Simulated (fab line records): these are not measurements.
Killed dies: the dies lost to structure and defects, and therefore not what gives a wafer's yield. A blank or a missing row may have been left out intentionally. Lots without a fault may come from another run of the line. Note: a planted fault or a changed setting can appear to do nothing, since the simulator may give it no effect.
fab line records	flow n5Finfet
record lots=7	wafers=21
route steps=1938 shown BEOL_M6@1239 BEOL_M7@1280 BEOL_M8@1335 BEOL_M9@1404 BEOL_M10@1480 BEOL_M13@1680 BEOL_M14@1753 BEOL_M15@1800
startH: start of the lot's first displayed wafer, in hours after the record's first day	waitH: hours elapsed since this lot's preceding step	" identical to the entry in the row above	L1.1+2: a single row standing in for several wafers	- no value, or no start was given	* or withheld: withheld	< > ~ a bound
route shown NAME@n: a module of which the file shows steps, and the number in the route of the first	usual: average and standard deviation across the fault-free wafers	same: alike in all rows	chamber/n: place in a boat	sites: readings site by site	_std_site: the standard deviation of these	_edge_site: inner sites' mean taken away from outer sites' mean	radiusMm: how far each site lies from the wafer's centre	mask NAME#n: copy n	behind: the most recent tool/chamber to have shaped the wafer	hold: why the lot went on hold/how many hours it stayed there/how the hold came to an end	device: the n, p or np transistor that did not switch	end of line: tests of these same wafers at the route's end	a step given without rows: its recipe and nothing more	killed: dies that structure and defects cost at the first sort, which is not the same as the wafer's yield	map: dies across one wafer; x = killed, . = not, _ = none there
set.NAME: the run value of the setting; set.NAME@STEP: its run value at that earlier step	model.NAME: the simulator's own value behind a step, which no gauge read
lots where settings were altered on purpose, with a table for each step and a row for each wafer
## steps
# step N5_BEOL_M6_TRENCH_ETCH_37
# recipe chemistry=C4F6/O2	targetDepthA=944.35	target=SiCOH_lowk	timeS=31.5	ionEnergyEv=250	pressureMtorr=30	sourceW=345	biasW=185	Ar_flow_sccm=300	C4F6_flow_sccm=10	O2_flow_sccm=10
# usual rfVppV=662/5.8
lot.wafer	tool	chamber	startH	waitH	set.biasW	rfVppV	model.BEOL_M6.featureDepthNm	model.etch.depthNm
L074.1	rieDiel-01	0	-	-	176.6	647	93.2	93.17
L074.4	"	2	"	"	176.6	647	93	92.96
L074.5	"	3	"	"	185	668	93.2	93.14
L084.1	rieDiel-01	1	-	-	185	660	91.8	91.79
L084.2	"	3	"	"	185	666	94	93.99
L084.5	"	2	"	"	208.4	737	98	97.96
L087.3	rieDiel-05	3	-	-	185	659	92.4	92.39
L087.5	"	3	"	"	185	660	92.6	92.54
L087.6	"	2	"	"	185	656	92.2	92.26
L086.2	rieDiel-05	3	-	-	155.7	574	88	87.92
L086.5	"	1	"	"	185	659	94.4	94.35
L086.6	"	2	"	"	185	656	92.4	92.42
L089.2	rieDiel-05	3	-	-	185	659	93.4	93.37
L089.4	"	1	"	"	185	658	93.6	93.66
L089.6	"	3	"	"	185	660	92	92.07
L093.1	rieDiel-03	3	-	-	185	660	93.2	93.24
L093.2	"	0	"	"	197.1	685	96.8	96.72
L093.4	"	2	"	"	197.1	697	93.8	93.77
L094.3	rieDiel-03	1	-	-	207.5	730	97.4	97.44
L094.4	"	3	"	"	185	661	94	94.05
L094.5	"	3	"	"	207.5	722	98.2	98.17
# step N5_BEOL_M6_ETCH_41
# recipe chemistry=CH3F/O2	target=SiCN	targetDepthA=297	taperDeg=2	timeS=52	ionEnergyEv=120	maskMaterial=TiN	pressureMtorr=30	sourceW=395	biasW=75	Ar_flow_sccm=150	CH3F_flow_sccm=30	O2_flow_sccm=20
# step N5_BEOL_M6_STRIP_80
# recipe chemistry=N2/H2	timeS=10	powerW=450	tempC=40	pressureMtorr=20	rfFrequencyHz=6e+07	biasPowerW=7	n2FlowSccm=200	h2FlowSccm=200
# step N5_BEOL_M6_OCD_MEAS_38
# usual trenchDepthNm=93.3/1.1
lot.wafer	tool	chamber	startH	waitH	set.biasW@BEOL_M6_TRENCH_ETCH_37	trenchDepthNm
L074.1	ocd-02	-	200.87	-	176.6	93.0
L074.4	"	-	"	"	176.6	92.9
L074.5	"	-	"	"	185	93.5
L084.1	ocd-02	-	255.32	-	185	92.2
L084.2	"	-	"	"	185	93.7
L084.5	"	-	"	"	208.4	98.2
L087.3	ocd-02	-	271.88	-	185	92.4
L087.5	"	-	"	"	185	92.3
L087.6	"	-	"	"	185	92.3
L086.2	ocd-02	-	274.51	-	155.7	87.8
L086.5	"	-	"	"	185	93.7
L086.6	"	-	"	"	185	92.0
L089.2	ocd-01	-	274.95	-	185	93.5
L089.4	"	-	"	"	185	93.3
L089.6	"	-	"	"	185	92.3
L093.1	ocd-02	-	302.32	-	185	93.3
L093.2	"	-	"	"	197.1	96.7
L093.4	"	-	"	"	197.1	94.1
L094.3	ocd-02	-	310.99	-	207.5	97.7
L094.4	"	-	"	"	185	93.9
L094.5	"	-	"	"	207.5	98.2
# step N5_BEOL_M7_ETCH_61
# recipe chemistry=CF4	target=SiARC	targetDepthA=455	maskMaterial=CAR-ArF	timeS=75.8	ionEnergyEv=80	pressureMtorr=40	sourceW=545	biasW=36	Ar_flow_sccm=100	cf4FlowSccm=100	ends=cleared
# usual etchRfOnTimeS=75.6/1.4	rfVppV=184.1/1.1
lot.wafer	tool	chamber	startH	waitH	set.sourceW	etchRfOnTimeS	rfVppV
L074.1	rieDiel-06	3	206.42	0.0	545	77.4	182.6
L074.4	"	1	"	"	517.7	80.7	187.6
L074.5	"	3	"	"	517.7	80.5	186.9
L084.1	rieDiel-02	0	262.57	0.0	545	78.3	186.0
L084.2	"	3	"	"	545	76.1	185.0
L084.5	"	1	"	"	545	76.7	185.8
L087.3	rieDiel-06	1	277.50	0.0	480.2	82.9	191.5
L087.5	"	0	"	"	545	75.2	184.3
L087.6	"	1	"	"	545	73.4	183.8
L089.2	rieDiel-06	1	281.49	0.0	545	74.4	184.9
L089.4	"	0	"	"	545	75.3	184.5
L089.6	"	3	"	"	545	77.3	183.3
L086.2	rieDiel-06	0	281.96	0.0	545	75.0	183.9
L086.5	"	2	"	"	545	74.4	185.0
L086.6	"	3	"	"	545	76.8	182.9
L093.1	rieDiel-04	3	307.82	0.0	545	75.4	184.4
L093.2	"	1	"	"	606.9	67.2	177.7
L093.4	"	1	"	"	606.9	66.3	177.5
L094.3	rieDiel-06	3	318.13	0.0	448.3	93.7	196.7
L094.4	"	0	"	"	545	75.8	184.2
L094.5	"	1	"	"	545	74.4	183.9
# step N5_BEOL_M8_PECVD_70
# recipe material=SiO2	targetThkA=200	tempC=400	precursor=TEOS/O2	pressureTorr=5.5	rfW=450	teosFlowSccm=53.8	gas=O2	flowSccm=3000	timeS=22.7
lot.wafer	tool	chamber	startH	waitH	set.tempC	model.SiO2_of_BEOL_M8_PECVD_70.thkNm
L074.1	pecvd-02	0	213.60	0.0	408.3	18.6
L074.4	"	0	"	"	408.3	19
L074.5	"	2	"	"	400	20
L084.1	pecvd-04	2	271.90	0.0	390.9	21.2
L084.2	"	1	"	"	400	19.8
L084.5	"	0	"	"	400	20
L087.3	pecvd-01	0	284.91	0.0	400	19.4
L087.5	"	0	"	"	400	19.8
L087.6	"	2	"	"	400	20
L089.2	pecvd-02	2	287.72	0.0	400	19.6
L089.4	"	0	"	"	400	20
L089.6	"	1	"	"	400	19.8
L086.2	pecvd-01	1	288.70	0.0	407.2	18.8
L086.5	"	1	"	"	400	20
L086.6	"	2	"	"	407.2	19.2
L093.1	pecvd-01	2	313.83	0.0	400	20
L093.2	"	1	"	"	400	19.8
L093.4	"	0	"	"	400	20.2
L094.3	pecvd-01	2	324.90	0.0	386.2	21.4
L094.4	"	2	"	"	386.2	21.8
L094.5	"	1	"	"	400	20
# step N5_BEOL_M9_PECVD_70
# recipe material=SiO2	targetThkA=200	tempC=400	precursor=TEOS/O2	pressureTorr=5.5	rfW=450	teosFlowSccm=53.8	gas=O2	flowSccm=3000	timeS=22.7
lot.wafer	tool	chamber	startH	waitH	set.timeS	model.SiO2_of_BEOL_M9_PECVD_70.thkNm
L074.1	pecvd-03	0	221.44	0.0	22.7	20
L074.4	"	1	"	"	19.38	17.2
L074.5	"	2	"	"	19.38	17
L084.1+2	pecvd-04	2,1	277.31	0.0	22.7	20
L084.5	"	0	"	"	20.36	18.2
L087.3	pecvd-02	2	292.20	0.0	22.7	19.8
L087.5+6	"	1,2	"	"	22.7	20.2
L089.2	pecvd-04	0	296.14	0.0	22.7	19.6
L089.4	"	1	"	"	22.7	20.2
L089.6	"	2	"	"	22.7	20
L086.2	pecvd-02	2	296.62	0.0	25.27	22
L086.5	"	2	"	"	22.7	20
L086.6	"	0	"	"	25.27	22.4
L093.1+2	pecvd-03	0,1	320.06	0.0	22.7	20.2
L093.4	"	1	"	"	22.7	20.4
L094.3	pecvd-04	0	331.74	0.0	22.7	19.8
L094.4+5	"	2,0	"	"	22.7	20
# step N5_BEOL_M10_EXPOSE_08
# recipe maskId=M10	na=1.35	sourceShape=dipole	sigmaInner=0.411	sigmaOuter=0.611	polarization=te	doseMj=53.75
lot.wafer	tool	chamber	startH	waitH	mask	set.doseMj
L074.1+4+5	arfiScanner-02	0	231.27	-	M10#0	53.75
L084.1+5	arfiScanner-03	0	289.10	-	M10#0	55.75
L084.2	"	0	"	"	M10#0	53.75
L087.3+5	arfiScanner-01	0	300.74	-	M10#0	55.56
L087.6	"	0	"	"	M10#0	53.75
L089.2+4+6	arfiScanner-01	0	305.92	-	M10#0	53.75
L086.2+5+6	arfiScanner-01	0	308.30	-	M10#0	53.75
L093.1+2+4	arfiScanner-03	0	340.08	-	M10#0	50.12
L094.3	arfiScanner-03	0	341.83	-	M10#0	56.35
L094.4+5	"	0	"	"	M10#0	53.75
# step N5_BEOL_M10_PEB_09
# recipe pebTempC=withheld	pebTimeS=60	resist=CAR-ArF
# step N5_BEOL_M10_DEVELOP_10
# recipe developTimeS=30	developer=TMAH	resist=CAR-ArF	rinseLiquid=diw	dry=airSpin	devTempC=23
# step N5_BEOL_M10_CD_MEAS_11
# recipe targetCdNm=64.1	landingEnergyEv=500	detector=seInlens	polarity=opening
# usual cdNm=64.0/0.58
lot.wafer	tool	chamber	startH	waitH	set.doseMj@BEOL_M10_EXPOSE_08	cdNm
L074.1	cdSem-01	0	231.39	-	53.75	63.0
L074.4	"	0	"	"	53.75	64.0
L074.5	"	0	"	"	53.75	63.6
L084.1	cdSem-02	0	289.23	-	55.75	66.0
L084.2	"	0	"	"	53.75	64.1
L084.5	"	0	"	"	55.75	66.2
L087.3	cdSem-03	0	300.85	-	55.56	66.6
L087.5	"	0	"	"	55.56	66.1
L087.6	"	0	"	"	53.75	64.1
L089.2	cdSem-01	0	306.05	-	53.75	62.6
L089.4	"	0	"	"	53.75	62.9
L089.6	"	0	"	"	53.75	63.6
L086.2	cdSem-03	0	308.42	-	53.75	64.2
L086.5	"	0	"	"	53.75	64.5
L086.6	"	0	"	"	53.75	63.6
L093.1	cdSem-02	0	340.21	-	50.12	60.7
L093.2	"	0	"	"	50.12	60.6
L093.4	"	0	"	"	50.12	61.0
L094.3	cdSem-01	0	341.95	-	56.35	67.1
L094.4	"	0	"	"	53.75	64.6
L094.5	"	0	"	"	53.75	64.5
# step N5_BEOL_M10_DESCUM_16
# recipe chemistry=O2	timeS=7.9	sourcePowerW=50	biasPowerW=20	pressureMtorr=20	rfFrequencyHz=2.712e+07	tempC=40	resist=CAR-ArF	o2FlowSccm=225
# step N5_BEOL_M10_ETCH_61
# recipe chemistry=CF4	target=SiARC	targetDepthA=390	maskMaterial=CAR-ArF	timeS=65	ionEnergyEv=80	pressureMtorr=40	sourceW=545	biasW=36	Ar_flow_sccm=100	cf4FlowSccm=100	ends=cleared
lot.wafer	tool	chamber	startH	waitH	set.doseMj@BEOL_M10_EXPOSE_08	model.BEOL_M10.cdOffsetNm
L074.1	rieDiel-05	2	231.60	0.0	53.75	-0.8
L074.4	"	1	"	"	53.75	-0.2
L074.5	"	3	"	"	53.75	-0.6
L084.1	rieDiel-05	0	289.49	0.0	55.75	2
L084.2	"	2	"	"	53.75	0.2
L084.5	"	3	"	"	55.75	2.2
L087.3+5	rieDiel-03	0,1	300.97	0.0	55.56	2.4
L087.6	"	2	"	"	53.75	0
L089.2+4	rieDiel-01	1,2	306.17	0.0	53.75	-1.2
L089.6	"	2	"	"	53.75	-0.4
L086.2+5	rieDiel-05	0,1	308.54	0.0	53.75	0.2
L086.6	"	2	"	"	53.75	-0.6
L093.1	rieDiel-05	3	340.42	0.0	50.12	-3.4
L093.2	"	1	"	"	50.12	-3.2
L093.4	"	3	"	"	50.12	-2.8
L094.3	rieDiel-01	2	342.11	0.0	56.35	2.6
L094.4	"	3	"	"	53.75	0.4
L094.5	"	3	"	"	53.75	0
# step N5_BEOL_M10_ETCH_62
# recipe chemistry=N2/H2	target=SOC	targetDepthA=1100	overetchA=220	maskMaterial=SiARC	tempC=40	timeS=165	ionEnergyEv=200	pressureMtorr=30	sourceW=840	biasW=150	n2FlowSccm=200	h2FlowSccm=200
lot.wafer	tool	chamber	startH	waitH	set.doseMj@BEOL_M10_EXPOSE_08	model.BEOL_M10.cdOffsetNm
L074.1	rieDiel-05	2	231.65	0.0	53.75	-1.2
L074.4	"	1	"	"	53.75	-0.2
L074.5	"	3	"	"	53.75	-0.8
L084.1+5	rieDiel-05	0,3	289.54	0.0	55.75	2.2
L084.2	"	2	"	"	53.75	0
L087.3+5	rieDiel-03	0,1	301.02	0.0	55.56	2.4
L087.6	"	2	"	"	53.75	0
L089.2	rieDiel-01	1	306.22	0.0	53.75	-1
L089.4	"	2	"	"	53.75	-1.4
L089.6	"	2	"	"	53.75	-0.6
L086.2	rieDiel-05	0	308.59	0.0	53.75	0
L086.5	"	1	"	"	53.75	0.2
L086.6	"	2	"	"	53.75	-0.8
L093.1+2	rieDiel-05	3,1	340.47	0.0	50.12	-3.4
L093.4	"	3	"	"	50.12	-2.8
L094.3	rieDiel-01	2	342.23	0.1	56.35	2.4
L094.4	"	3	"	"	53.75	0.2
L094.5	"	3	"	"	53.75	-0.4
# step N5_BEOL_M10_STRIP_68
# recipe chemistry=N2/H2	tempC=40	n2FlowSccm=200	h2FlowSccm=200	rfFrequencyHz=6e+07
# step N5_BEOL_M10_STRIP_67
# recipe chemistry=CF4	resist=SiARC	powerW=300	biasPowerW=75	pressureMtorr=50	cf4FlowSccm=150	rfFrequencyHz=6e+07
# step N5_BEOL_M10_HM_OPEN_17
# recipe chemistry=Cl2/BCl3	targetDepthA=200	overetchA=60	target=TiN	maskMaterial=SOC	ionEnergyEv=150	pressureMtorr=10	icpW=1000	biasW=126	Cl2_flow_sccm=53.25	bcl3FlowSccm=21.75	Ar_flow_sccm=25
lot.wafer	tool	chamber	startH	waitH	set.doseMj@BEOL_M10_EXPOSE_08	model.BEOL_M10.cdOffsetNm
L074.1	rieMetal-03	0	231.85	0.0	53.75	-1.2
L074.4	"	0	"	"	53.75	0
L074.5	"	1	"	"	53.75	-0.8
L084.1+5	rieMetal-03	1,0	289.72	0.0	55.75	2.2
L084.2	"	0	"	"	53.75	0
L087.3	rieMetal-01	0	301.24	0.1	55.56	2.6
L087.5	"	1	"	"	55.56	2.4
L087.6	"	0	"	"	53.75	0
L089.2	rieMetal-03	1	306.45	0.1	53.75	-1
L089.4	"	0	"	"	53.75	-1.2
L089.6	"	1	"	"	53.75	-0.6
L086.2	rieMetal-01	1	308.78	0.0	53.75	0
L086.5	"	1	"	"	53.75	0.2
L086.6	"	0	"	"	53.75	-0.6
L093.1+2	rieMetal-01	0,1	340.66	0.0	50.12	-3.4
L093.4	"	1	"	"	50.12	-3
L094.3	rieMetal-02	0	342.46	0.1	56.35	2.4
L094.4	"	1	"	"	53.75	0.4
L094.5	"	0	"	"	53.75	-0.2
# step N5_BEOL_M10_STRIP_19
# recipe chemistry=O2	powerW=400	tempC=40	pressureMtorr=30	rfFrequencyHz=6e+07	biasPowerW=0	overashFraction=0.2	o2FlowSccm=225
# step N5_BEOL_M10_CD_MEAS_18
# recipe pitchNm=140	targetCdNm=70
# usual cdNm=69.9/0.57
lot.wafer	tool	chamber	startH	waitH	set.doseMj@BEOL_M10_EXPOSE_08	cdNm
L074.1	cdSem-02	-	232.03	0.0	53.75	68.9
L074.4	"	-	"	"	53.75	69.6
L074.5	"	-	"	"	53.75	69.0
L084.1	cdSem-01	-	289.92	0.0	55.75	72.1
L084.2	"	-	"	"	53.75	70.2
L084.5	"	-	"	"	55.75	72.0
L087.3	cdSem-02	-	301.48	0.1	55.56	72.5
L087.5	"	-	"	"	55.56	72.7
L087.6	"	-	"	"	53.75	69.9
L089.2	cdSem-03	-	306.66	0.1	53.75	69.1
L089.4	"	-	"	"	53.75	68.7
L089.6	"	-	"	"	53.75	69.6
L086.2	cdSem-01	-	309.26	0.1	53.75	70.2
L086.5	"	-	"	"	53.75	70.4
L086.6	"	-	"	"	53.75	69.5
L093.1	cdSem-03	-	340.84	0.0	50.12	66.7
L093.2	"	-	"	"	50.12	66.5
L093.4	"	-	"	"	50.12	66.7
L094.3	cdSem-02	-	342.62	0.1	56.35	72.5
L094.4	"	-	"	"	53.75	70.4
L094.5	"	-	"	"	53.75	69.8
# step N5_BEOL_M10_ETCH_41
# recipe chemistry=CH3F/O2	target=SiCN	targetDepthA=426	taperDeg=2	timeS=86	ionEnergyEv=120	maskMaterial=TiN	pressureMtorr=30	sourceW=395	biasW=75	Ar_flow_sccm=150	CH3F_flow_sccm=30	O2_flow_sccm=20
# usual rfVppV=297.4/1.5
lot.wafer	tool	chamber	startH	waitH	set.sourceW	rfVppV
L074.1	rieDiel-03	2	-	-	395	298.2
L074.4	"	3	"	"	395	295.0
L074.5	"	0	"	"	433.8	287.8
L084.1	rieDiel-01	3	-	-	457.7	286.0
L084.2	"	0	"	"	395	298.5
L084.5	"	0	"	"	457.7	283.3
L087.3	rieDiel-05	0	-	-	420.8	292.2
L087.5	"	3	"	"	395	297.5
L087.6	"	2	"	"	395	297.6
L089.2	rieDiel-01	0	-	-	395	298.8
L089.4	"	3	"	"	395	299.3
L089.6	"	0	"	"	395	297.7
L086.2	rieDiel-05	3	-	-	395	298.8
L086.5	"	3	"	"	395	297.2
L086.6	"	0	"	"	395	298.9
L093.1	rieDiel-05	0	-	-	395	297.8
L093.2	"	1	"	"	395	296.4
L093.4	"	0	"	"	361.7	307.4
L094.3	rieDiel-05	1	-	-	445.7	285.7
L094.4	"	3	"	"	395	296.5
L094.5	"	0	"	"	445.7	286.2
# step N5_BEOL_M10_STRIP_77
# recipe chemistry=N2/H2	timeS=10	powerW=450	tempC=40	pressureMtorr=20	rfFrequencyHz=6e+07	biasPowerW=7	n2FlowSccm=200	h2FlowSccm=200
# step N5_BEOL_M10_PRECLEAN_42
# recipe chemistry=residueRemover	timeS=60	tempC=40
# step N5_BEOL_M10_SRD_43
# recipe timeS=30	tempC=23	rinseLiquid=diw	dry=ipaMarangoni
# step N5_BEOL_M10_CD_MEAS_35
# recipe targetCdNm=70	polarity=opening
# usual cdNm=69.8/0.6
lot.wafer	tool	chamber	startH	waitH	set.doseMj@BEOL_M10_EXPOSE_08	cdNm
L074.1	cdSem-02	-	233.79	0.0	53.75	68.9
L074.4	"	-	"	"	53.75	69.8
L074.5	"	-	"	"	53.75	69.6
L084.1	cdSem-02	-	291.30	0.0	55.75	72.0
L084.2	"	-	"	"	53.75	69.9
L084.5	"	-	"	"	55.75	72.4
L087.3	cdSem-02	-	302.93	0.0	55.56	72.4
L087.5	"	-	"	"	55.56	72.2
L087.6	"	-	"	"	53.75	70.4
L089.2	cdSem-02	-	309.37	0.0	53.75	68.8
L089.4	"	-	"	"	53.75	68.7
L089.6	"	-	"	"	53.75	69.6
L086.2	cdSem-01	-	310.87	0.0	53.75	69.7
L086.5	"	-	"	"	53.75	70.4
L086.6	"	-	"	"	53.75	68.9
L093.1	cdSem-02	-	342.24	0.0	50.12	66.7
L093.2	"	-	"	"	50.12	66.6
L093.4	"	-	"	"	50.12	67.5
L094.3	cdSem-01	-	347.27	0.0	56.35	72.4
L094.4	"	-	"	"	53.75	70.3
L094.5	"	-	"	"	53.75	70.0
# step N5_BEOL_M13_COAT_65
# recipe resist=SOC	tempC=250	timeS=60	spinRpm=1500	resistThkNm=350
lot.wafer	tool	chamber	startH	waitH	set.spinRpm	model.SOC_of_BEOL_M13_COAT_65.thkNm
L074.1	lithoTrack-02	0	254.93	0.0	1500	349.8
L074.4+5	"	0	"	"	1500	349.2
L084.1	lithoTrack-02	0	310.67	0.0	1552	344.8
L084.2	"	0	"	"	1552	346
L084.5	"	0	"	"	1500	350.6
L087.3	lithoTrack-04	0	321.68	0.0	1500	351
L087.5+6	"	0	"	"	1428	358.6
L089.2	lithoTrack-04	0	329.37	0.0	1500	351.6
L089.4	"	0	"	"	1500	350.4
L089.6	"	0	"	"	1500	350
L086.2	lithoTrack-02	0	329.70	0.0	1500	350.2
L086.5	"	0	"	"	1500	349.6
L086.6	"	0	"	"	1500	349.4
L093.1	lithoTrack-04	0	360.80	0.0	1669	332.2
L093.2	"	0	"	"	1669	331.6
L093.4	"	0	"	"	1669	332
L094.3	lithoTrack-05	0	364.11	0.0	1393	363.8
L094.4	"	0	"	"	1393	363
L094.5	"	0	"	"	1500	349.8
# step N5_BEOL_M14_TRENCH_ETCH_34
# recipe chemistry=C4F8/O2/Ar	target=SiO2	targetDepthA=5566.5	maskMaterial=SOC	heInnerTorr=15	heOuterTorr=30	timeS=126.9	ionEnergyEv=800	pressureMtorr=20	sourceW=1905	biasW=2040	Ar_flow_sccm=400	C4F8_flow_sccm=16	O2_flow_sccm=12
# usual rfVppV=2213/18
lot.wafer	tool	chamber	startH	waitH	set.biasW	rfVppV
L074.1	rieDiel-05	3	262.21	0.0	2040	2200
L074.4	"	1	"	"	1800	2015
L074.5	"	3	"	"	1800	2013
L084.1	rieDiel-03	1	317.07	0.0	1696	1954
L084.2	"	0	"	"	1696	1914
L084.5	"	1	"	"	1696	1953
L087.3	rieDiel-01	1	327.13	0.0	2040	2204
L087.5	"	1	"	"	2311	2401
L087.6	"	0	"	"	2040	2240
L089.2	rieDiel-03	3	336.01	0.0	2040	2205
L089.4	"	0	"	"	2040	2182
L089.6	"	3	"	"	2040	2206
L086.2	rieDiel-01	2	336.38	0.0	2040	2240
L086.5	"	3	"	"	2040	2226
L086.6	"	2	"	"	2040	2236
L093.1	rieDiel-01	2	374.86	0.0	2040	2238
L093.2	"	1	"	"	2040	2238
L093.4	"	3	"	"	2040	2226
L094.3	rieDiel-05	0	375.70	0.0	2040	2210
L094.4	"	3	"	"	2040	2197
L094.5	"	1	"	"	2040	2196
# step N5_BEOL_M15_EXPOSE_25
# recipe maskId=M15	na=0.8	sourceShape=annular	sigmaInner=0.5	sigmaOuter=0.8	polarization=unpolarized	targetCdNm=400	doseMj=35.5
lot.wafer	tool	chamber	startH	waitH	mask	set.doseMj
L074.1+4	krfScanner-01	0	272.68	-	M15#0	35.5
L074.5	"	0	"	"	M15#0	37.55
L084.1+5	krfScanner-02	0	324.44	-	M15#0	35.5
L084.2	"	0	"	"	M15#0	37.27
L087.3	krfScanner-02	0	333.04	-	M15#0	35.5
L087.5+6	"	0	"	"	M15#0	37.24
L086.2	krfScanner-01	0	341.64	-	M15#0	32.99
L086.5+6	"	0	"	"	M15#0	35.5
L089.2+4+6	krfScanner-02	0	345.11	-	M15#0	35.5
L093.1+2	krfScanner-02	0	380.96	-	M15#0	36.4
L093.4	"	0	"	"	M15#0	35.5
L094.3+4+5	krfScanner-01	0	381.48	-	M15#0	35.5
## key
split step=N5_BEOL_M6_TRENCH_ETCH_37	setting=biasW	stated=185	by=wafer
response step=N5_BEOL_M6_TRENCH_ETCH_37	reading=rfVppV	change=+5.38	per=1%	r=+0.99
response step=N5_BEOL_M6_TRENCH_ETCH_37	reading=model.BEOL_M6.featureDepthNm	change=+0.338	per=1%	r=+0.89
response step=N5_BEOL_M6_TRENCH_ETCH_37	reading=model.etch.depthNm	change=+0.337	per=1%	r=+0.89
response step=N5_BEOL_M6_OCD_MEAS_38	reading=trenchDepthNm	change=+0.343	per=1%	r=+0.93
split step=N5_BEOL_M7_ETCH_61	setting=sourceW	stated=545	by=wafer
response step=N5_BEOL_M7_ETCH_61	reading=etchRfOnTimeS	change=*	per=1%	r=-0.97
response step=N5_BEOL_M7_ETCH_61	reading=rfVppV	change=-0.677	per=1%	r=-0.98
split step=N5_BEOL_M8_PECVD_70	setting=tempC	stated=400	by=wafer
response step=N5_BEOL_M8_PECVD_70	reading=model.SiO2_of_BEOL_M8_PECVD_70.thkNm	change=-0.519	per=1%	r=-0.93
split step=N5_BEOL_M9_PECVD_70	setting=timeS	stated=22.7	by=wafer
response step=N5_BEOL_M9_PECVD_70	reading=model.SiO2_of_BEOL_M9_PECVD_70.thkNm	change=+0.192	per=1%	r=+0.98
split step=N5_BEOL_M10_EXPOSE_08	setting=doseMj	stated=53.75	by=wafer
response step=N5_BEOL_M10_CD_MEAS_11	reading=cdNm	change=+0.566	per=1%	r=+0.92
response step=N5_BEOL_M10_ETCH_61	reading=model.BEOL_M10.cdOffsetNm	change=+0.551	per=1%	r=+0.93
response step=N5_BEOL_M10_ETCH_62	reading=model.BEOL_M10.cdOffsetNm	change=+0.584	per=1%	r=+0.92
response step=N5_BEOL_M10_HM_OPEN_17	reading=model.BEOL_M10.cdOffsetNm	change=+0.571	per=1%	r=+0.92
response step=N5_BEOL_M10_CD_MEAS_18	reading=cdNm	change=+0.564	per=1%	r=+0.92
response step=N5_BEOL_M10_CD_MEAS_35	reading=cdNm	change=+0.537	per=1%	r=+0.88
split step=N5_BEOL_M10_ETCH_41	setting=sourceW	stated=395	by=wafer
response step=N5_BEOL_M10_ETCH_41	reading=rfVppV	change=-0.901	per=1%	r=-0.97
split step=N5_BEOL_M13_COAT_65	setting=spinRpm	stated=1500	by=wafer
response step=N5_BEOL_M13_COAT_65	reading=model.SOC_of_BEOL_M13_COAT_65.thkNm	change=-1.76	per=1%	r=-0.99
split step=N5_BEOL_M14_TRENCH_ETCH_34	setting=biasW	stated=2040	by=wafer
response step=N5_BEOL_M14_TRENCH_ETCH_34	reading=rfVppV	change=+14.5	per=1%	r=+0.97
split step=N5_BEOL_M15_EXPOSE_25	setting=doseMj	stated=35.5	by=wafer
response none in this file
